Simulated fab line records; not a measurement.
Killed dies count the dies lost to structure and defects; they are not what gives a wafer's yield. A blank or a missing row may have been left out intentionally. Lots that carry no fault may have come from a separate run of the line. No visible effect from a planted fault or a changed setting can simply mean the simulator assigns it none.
A struck lot beside a sound one :: flow n5 finfet :: 17 steps out of a route of 1938
Sound: these wafers, L247.3, L247.4, L247.6. Struck: wafer L260.4. (L260.2, L260.3 of the same lot were not struck and are left out.) The cause comes at the end.
Each step with rows lists, per side, the tool, then ch with its chambers, then its first start. Under that, the readings that differ: sound wafers :: struck wafers :: difference of the means :: sigmas: that difference in standard deviations of wafers without a fault.
alike: words and numbers the same on both sides, and readings whose means are apart by under 2 such deviations; not compared: readings that were withheld, readings missing a value for some wafer, numbers with overlapping values and no deviation given by the record, and bounds like >300 which may hide the same value.
The two part at a step that has a row with sigmas, a row that says differs or no value, or rows on one side only. When numbers do not overlap yet have no deviation, they are printed without sigmas and do not part them. A reading missing from all wafers of one side parts the sides only when that side holds two or more wafers.

N5_BEOL_M2_ANNEAL_82: time 240 s.
  struck on pvd sputter-02, day 10 03:04; sound on pvd sputter-02, day 7 02:26
reading: heater power w (W)
sound: 764 756 747
struck: 880
difference: +124
sigmas: +2
then, 1 step without rows for these wafers: N5_BEOL_M2_SPUTTER_86 (material Cu, target thk 4.5 nm, time 8.29 s).
N5_BEOL_M2_ANNEAL_87: time 240 s.
  struck on pvd sputter-02, day 10 03:17; sound on pvd sputter-02, day 7 02:39
  alike: heater power w
then, 3 steps without rows for these wafers: N5_BEOL_M2_SPUTTER_88 (material Cu, target thk 4.5 nm, time 8.29 s); N5_BEOL_M2_ANNEAL_89 (time 240 s); N5_BEOL_M2_SPUTTER_90 (material Cu, target thk 4.5 nm, time 8.29 s).
N5_BEOL_M2_ANNEAL_91: time 240 s.
  struck on pvd sputter-02, day 10 03:43; sound on pvd sputter-02, day 7 03:05
  alike: heater power w
N5_BEOL_M2_SPUTTER_92: material Cu, target thk 4.5 nm, time 8.29 s.
  struck on pvd sputter-02, day 10 03:52; sound on pvd sputter-02, day 7 03:14
  alike: throttle valve pct
then, 2 steps without rows for these wafers: N5_BEOL_M2_ANNEAL_93 (time 240 s); N5_BEOL_M2_SPUTTER_94 (material Cu, target thk 4.5 nm, time 8.29 s).
N5_BEOL_M2_ANNEAL_95: time 240 s.
  struck on pvd sputter-02, day 10 04:10; sound on pvd sputter-02, day 7 03:32
reading: heater power w (W)
sound: 752 771 769
struck: 913
difference: +149
sigmas: +2
then, 1 step without rows for these wafers: N5_BEOL_M2_SPUTTER_96 (material Cu, target thk 4.5 nm, time 8.29 s).
N5_BEOL_M2_ECD_50: material Cu, target thk 300 nm.
  sound on ecd cu-01 ch 0,1, day 7 03:48; struck on ecd cu-01 ch 1, day 10 04:25
reading: model.Cu_of_BEOL_M2_ECD_50.thk nm (nm)
sound: 305.2 300.4 304
struck: 221.6
difference: -81.6
sigmas: 
then, 1 step without rows for these wafers: N5_BEOL_M2_ANNEAL_51 (time 90 s).
N5_BEOL_M2_CMP_52: polishes, stops on SiOC, t overpolish 6.8 s, target thk 40 nm.
  sound on cmp-03 ch 1,2,3, day 7 04:12; struck on cmp-01 ch 2, day 10 05:10
reading: time to endpoint s (s)
sound: 66 62 69
struck: 45
difference: -21
sigmas: -7
  alike: edge zone pressure frac, motor current A, platen rpm
N5_BEOL_M2_THK_MEAS_53: measures by xrf.
  struck on film metro-01, day 10 05:25; sound on film metro-01, day 7 04:27
reading: M2_THK (nm)
sound: 40.0 43.3 42.4
struck: 37.6
difference: -4.3
sigmas: -2
N5_BEOL_M4_RC_MEAS_101:
  sound on prober-01 ch 0, day 8 00:32; struck on prober-02 ch 0, day 11 02:11
reading: DIBL_P (mV/V)
sound: 38.3 36.8 37.7
struck: 33.5
difference: -4.1
sigmas: -2

reading: SS_P (mV/dec)
sound: 73.4 73.3 73.4
struck: 71.8
difference: -1.6
sigmas: -2
  alike: DIBL_N, IOFF_N, IOFF_P, ION_N, ION_P, SS_N, VT_N, VT_P

WHERE THEY PART
At N5_BEOL_M2_ANNEAL_82 first; at N5_BEOL_M4_RC_MEAS_101 last (within this record only).

WHY: the cause the simulator had injected
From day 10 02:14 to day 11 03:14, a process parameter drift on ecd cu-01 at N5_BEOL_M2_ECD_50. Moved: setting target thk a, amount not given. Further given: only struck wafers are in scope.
